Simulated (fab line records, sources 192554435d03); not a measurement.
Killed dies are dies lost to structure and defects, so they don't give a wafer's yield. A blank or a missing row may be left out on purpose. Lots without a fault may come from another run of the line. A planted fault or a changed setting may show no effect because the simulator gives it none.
fab line records | flow n5_finfet
record lots=5 wafers=15 last_day=17
route steps=1938 shown BEOL_M15@1822 PASS1_DEP@1831 MIM_BOT@1832 MIM_TOP@1834 MIM_TOP_LITHO@1839 PASSIVATION@1936
lots that met no fault: from a run of the same line without faults
start_h: hours from the record's first day to the start of the lot's first wafer shown | wait_h: hours since the lot's step before | " the same as in the row above | L1.1+2: a row that stands for several wafers | - no value, or no start given | * or withheld: withheld | < > ~ a bound
route shown NAME@n: a module of which the file shows steps, and the number in the route of the first | usual: mean/standard deviation of fault-free wafers | same: alike in all rows | chamber/n: place in a boat | sites: the reading at each site | _std_site: their standard deviation | _edge_site: outer sites' mean less inner sites' | radius_mm: how far each site lies from the wafer's centre | mask NAME#n: copy n | behind: the tool/chamber that last shaped the wafer | hold: why the lot was held/for how many hours/how that ended | device: the transistor (n, p or np) that didn't switch | end of line: the same wafers' tests at the end of the route | a step without rows: its recipe alone | killed: dies lost to structure and defects at the first sort, not the wafer's yield | map: a wafer's dies, x killed, . not, _ none there
set.NAME: the setting as run; set.NAME@STEP: as run at that earlier step | model.NAME: the simulator's own value behind a step, which no gauge read
lots at some steps of the route; a table a step, a row a wafer
services: from which hour (start_h, from the record's first day; less than 0 if before it) a tool's chamber was out of use, for how many hours, and why
## steps
# step N5_BEOL_M15_ECD_47
# recipe material=Cu target_thk_a=18600
# step N5_BEOL_M15_ANNEAL_48
# recipe temp_c=225 time_s=90 ambient=N2
# step N5_BEOL_M15_CMP_49
# recipe stop_on=SiO2 t_overpolish_s=4.9 down_force_psi=2 platen_rpm=80 clearing_platen_down_force_psi=2 clearing_platen_rpm=80 post_cmp_clean=cu_alkaline target_thk_nm=850 clearing_platen_pad_velocity_m_s=1.5917 pad_velocity_m_s=1.5917
# step N5_BEOL_M15_PRE_CLEAN_52
# recipe gas=NH3 time_s=15 temp_c=withheld rf_power_w=300
# step N5_BEOL_M15_DEP_53
# recipe material=SiCN target_thk_a=500 temp_c=withheld precursor=3MS/NH3 pressure_torr=3 rf_w=675 time_s=17.8
# step N5_PASSIVATION_PECVD_00
# recipe material=SiO2 target_thk_a=2000 temp_c=400 precursor=SiH4/N2O pressure_torr=2.7 rf_w=608 time_s=11.2
# step N5_MIM_BOT_DEGAS_01
# recipe ambient=vacuum temp_c=300 time_s=60
# step N5_MIM_BOT_SPUTTER_00
# recipe material=TiN target_thk_a=350 temp_c=200 power_w=3000 chamber_pressure_pa=0.49996 gas=Ar reactive_partial_pa=0.37997 time_s=89.7
# step N5_MIM_TOP_ALD_00
# recipe material=Al2O3 target_thk_a=* temp_c=withheld ald_precursor_family=TMA ald_co_reactant=O3 pulse_time_s=withheld purge_time_s=3 co_reactant_purge_time_s=withheld co_reactant_pulse_time_s=3 ald_cycles=withheld
# usual precursor_pulse_height_rel=1.000/0.021
# columns lot.wafer tool chamber start_h wait_h precursor_pulse_height_rel
L710.1 ald_hk-01 2 309.19 0.1 0.959
L710.2 " 1 " " 1.009
L710.4 " 3 " " 1.046
L711.1 ald_hk-01 1 319.33 0.1 1.022
L711.3 " 0 " " 1.004
L711.5 " 1 " " 0.972
L713.1 ald_hk-01 1 332.15 0.1 0.973
L713.4 " 3 " " 1.023
L713.5 " 2 " " 0.966
L714.1 ald_hk-01 1 335.94 0.1 1.024
L714.3 " 0 " " 1.001
L714.4 " 3 " " 1.013
L723.1 ald_hk-02 1 387.45 0.1 0.990
L723.5 " 1 " " 0.986
L723.6 " 2 " " 0.996
# step N5_MIM_TOP_ALD_01
# recipe material=HfO2 target_thk_a=56 temp_c=withheld ald_precursor_family=Hf-amide ald_co_reactant=O3 pulse_time_s=1 purge_time_s=3 co_reactant_purge_time_s=2 co_reactant_pulse_time_s=3 ald_cycles=62
# step N5_MIM_TOP_ALD_02
# recipe material=Al2O3 target_thk_a=* temp_c=withheld ald_precursor_family=TMA ald_co_reactant=O3 pulse_time_s=withheld purge_time_s=3 co_reactant_purge_time_s=withheld co_reactant_pulse_time_s=3 ald_cycles=withheld
# step N5_MIM_TOP_DEGAS_04
# recipe ambient=vacuum temp_c=300 time_s=60
# step N5_MIM_TOP_SPUTTER_03
# recipe material=TiN target_thk_a=350 temp_c=200 power_w=3000 chamber_pressure_pa=0.49996 gas=Ar reactive_partial_pa=0.37997 time_s=89.7
# step N5_MIM_TOP_LITHO_HMDS_01
# recipe time_s=60 temp_c=120
# step N5_MIM_TOP_LITHO_COAT_02
# recipe spin_rpm=* resist_thk_nm=*
# step N5_MIM_TOP_LITHO_EBR_04
# recipe solvent=PGMEA ebr_width_mm=1.5
# step N5_MIM_TOP_LITHO_SOFTBAKE_03
# recipe temp_c=100 time_s=90
# step N5_MIM_TOP_LITHO_EXPOSE_05
# recipe mask_id=MIM_TOP na=0.55 source_shape=conventional sigma_outer=0.8 polarization=unpolarized target_cd_nm=2000 dose_mj=20.5
# step N5_MIM_TOP_LITHO_PEB_06
# recipe peb_temp_c=withheld peb_time_s=*
# step N5_MIM_TOP_LITHO_DEVELOP_07
# recipe develop_time_s=60 rinse_liquid=diw dry=air_spin dev_temp_c=21
# step N5_MIM_TOP_LITHO_HARDBAKE_09
# recipe temp_c=130 time_s=120
# step N5_MIM_TOP_LITHO_INSPECT_12
# recipe mode=adi inspect_instrument=macro
# usual raw_defect_count=2.0/1.2
# columns lot.wafer tool chamber start_h wait_h raw_defect_count
L710.1 defect_inspect-01 - 311.02 0.0 2
L710.2 " - " " 2
L710.4 " - " " 3
L711.1 defect_inspect-01 - 320.51 0.0 >300
L711.3 " - " " 1
L711.5 " - " " >300
L713.1 defect_inspect-02 - 333.22 0.0 >300
L713.4 " - " " 2
L713.5 " - " " 2
L714.1 defect_inspect-01 - 337.31 0.0 >300
L714.3 " - " " 1
L714.4 " - " " 2
L723.1 defect_inspect-02 - 390.18 0.0 2
L723.5 " - " " 0
L723.6 " - " " 2
# step N5_MIM_TOP_LITHO_DESCUM_10
# recipe chemistry=O2 time_s=7.9 source_power_w=50 bias_power_w=20 pressure_mtorr=20 rf_frequency_hz=2.712e+07 temp_c=40 o2_flow_sccm=225
# step N5_PASSIVATION_PROBE_49
# usual defect_limited_yield=91.3/1.4 killed_at_M0_to_M3=33/10 killed_at_M4_up=15/6.1 killed_at_contacts=12/6.7 killed_at_front_end=39/11 killed_at_other=4/3.3 killed_dies=103/16 killed_on_rim=14/4 killed_open=68/12 killed_short=34/7.2 sort_bin_5_function=5.1/0.88 sort_bin_6_memory=3.3/0.67 sort_n_pass=1077/16 sort_yield_pct=91.3/1.4
# same gross_dies=1180 killed_at_back_side=0 sort_bin_4_leakage[%]=0 sort_bin_8_speed[%]=0
# columns lot.wafer tool chamber start_h wait_h defect_limited_yield[%] killed_at_M0_to_M3 killed_at_M4_up killed_at_contacts killed_at_front_end killed_at_other killed_dies killed_on_rim killed_open killed_short sort_bin_5_function[%] sort_bin_6_memory[%] sort_n_pass sort_yield_pct[%]
L711.1 prober-02 - 332.23 0.0 85.0 32 9 19 29 88 177 30 57 42 8.9 3.4 1003 85.0
L711.5 prober-02 - 332.43 0.2 87.2 24 8 17 28 74 151 27 55 26 6.4 3.6 1029 87.2
L713.1 prober-02 - 342.68 0.0 86.9 30 11 11 35 68 155 29 61 26 7.8 3.4 1025 86.9
L714.1 prober-02 - 347.59 0.0 87.4 19 10 19 29 72 149 29 55 27 6.9 3.4 1031 87.4
# killed by level:class
L711.1 MIM_TOP:unspecified=78 MOL_CONTACT_COAG:geometric_particle:open=16 BEOL_M0_SAQP:geometric_particle:short=9 BEOL_M3:geometric_particle:open=8 FIN_SAQP:geometric_particle:open=5 FIN_SAQP:geometric_particle:short=5 BEOL_M0_SAQP:geometric_particle:open=5 DUMMY_GATE:geometric_particle:open=4
L711.5 MIM_TOP:unspecified=70 MOL_CONTACT_COAG:geometric_particle:open=15 BEOL_M0_SAQP:geometric_particle:open=10 DUMMY_GATE:geometric_particle:open=6 FIN_SAQP:geometric_particle:short=5 BEOL_M0:geometric_particle:open=5 STARTING-WAFER:geometric_particle:short=5 BEOL_M0_SAQP:geometric_particle:short=4
L713.1 MIM_TOP:unspecified=66 FIN_SAQP:geometric_particle:open=9 MOL_CONTACT_COAG:geometric_particle:open=9 DUMMY_GATE:geometric_particle:open=8 BEOL_M3:geometric_particle:open=6 BEOL_M1:geometric_particle:open=6 BEOL_M0_SAQP:geometric_particle:open=5 STI_FIN_REVEAL:geometric_particle:open=4
L714.1 MIM_TOP:unspecified=65 MOL_CONTACT_COAG:geometric_particle:open=15 STI_FIN_REVEAL:geometric_particle:open=9 FIN_SAQP:geometric_particle:short=6 FIN_SAQP:geometric_particle:open=5 BEOL_M0_SAQP:geometric_particle:open=5 PAD_METAL:geometric_particle:open=4 MOL_CONTACT_COAG:geometric_particle:short=4
# map L711.1 (x killed, . not)
_________________............________________
______________.xx..............._____________
___________.................x......__________
__________..........x............x.._________
________.............................._______
_______xxx..........x..................______
______xxx.x.......x.x...x..x............_____
_____xxxx...........x.............x......____
____xxxxxxx..x...........xx...x..x.....x..___
___xxxxxxx.x.x......xx.x.........x......x..__
___xxxxxxxx...............x................__
__xxxxxxxxx.............x.xx..x......x......_
__xxxxxxxxx.......................x.x......._
_xxxxxxxxxx...................x.............x
_xxxxx..xx...................................
_xxxxxx..x...x........x...............x...x..
_x.....x.....................................
_x..x........x......xx.xx..........x.........
_.x..x............x........x.................
_...................x.......x..xx............
_.......x.................x..................
__...................................x......_
__.......xx.xx.............x...............x_
___.........x.....x.........x........x.....__
___........xx.....x...........x.....xx.....__
____.....x..................x.......x..x..___
_____........x.x...x....x..............x.____
______..x..x.x....x....x................_____
_______.....xx....................x....______
________.x.............x.x.....x......_______
__________.........................x_________
___________.......x................__________
______________.................._____________
_________________...x..x..x..________________
# map L713.1 (x killed, . not)
_________________............________________
______________........xx....x.x._____________
___________.........x..xx..........__________
__________.x......................xx_________
________......x............x.x.....x.._______
_______x...........x...................______
______xx.............................x.._____
_____xxxx.........................x......____
____xxxxxxx.............xx.x..........x...___
___xxxxxxx......x...........x..............__
___xxxxxxxx........................x...xx..__
__xxxxxxx...x............x............x....._
__xxxxxxxx.................................._
_xxxxxxxxx...x...........x...................
_xxxx.xxx.x............x.......x...x..xx.....
_.xxx.x..................x.........x.........
_x......x....xx................x.....x.......
_xx........x................x.............x..
_x...........................................
_x.x.x.....................x.....x....x......
_............................xx.......x......
__...........................x.....x........_
__.........x.........x......................_
___...............x......x.................__
___......xx.................x..............__
____..xx...xx.x........x..................___
_____............x..x..............xxx...____
______.........x........................_____
_______.........................x......______
________......x.x.x.x................._______
__________..................x......._________
___________.................x......__________
______________.x................_____________
_________________.......x..x.________________
## services
# columns tool chamber start_h hours kind
ald_hk-02 - 309.83 0.3 repair
ald_hk-01 - 382.69 0.5 repair
## key
first_sign step=N5_MIM_TOP_LITHO_INSPECT_12 reading=raw_defect_count direction=up sigmas=99+ usual=2.0 struck=>300
effect step=N5_PASSIVATION_PROBE_49 reading=killed_at_other direction=up sigmas=22 usual=4 struck=76
more_kills_born_at N5_MIM_TOP_ALD_00@ald_hk-01=279
met_at N5_MIM_TOP_ALD_00
struck_wafers L711.1,L711.5,L713.1,L714.1
onset_between 309.19 319.33
fault kind=chamber_particle_source tool=ald_hk-01 chamber=1 onset_h=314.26 steps=N5_MIM_TOP_ALD_00 rate_per_visit_cm2=1.4889 end_h=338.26
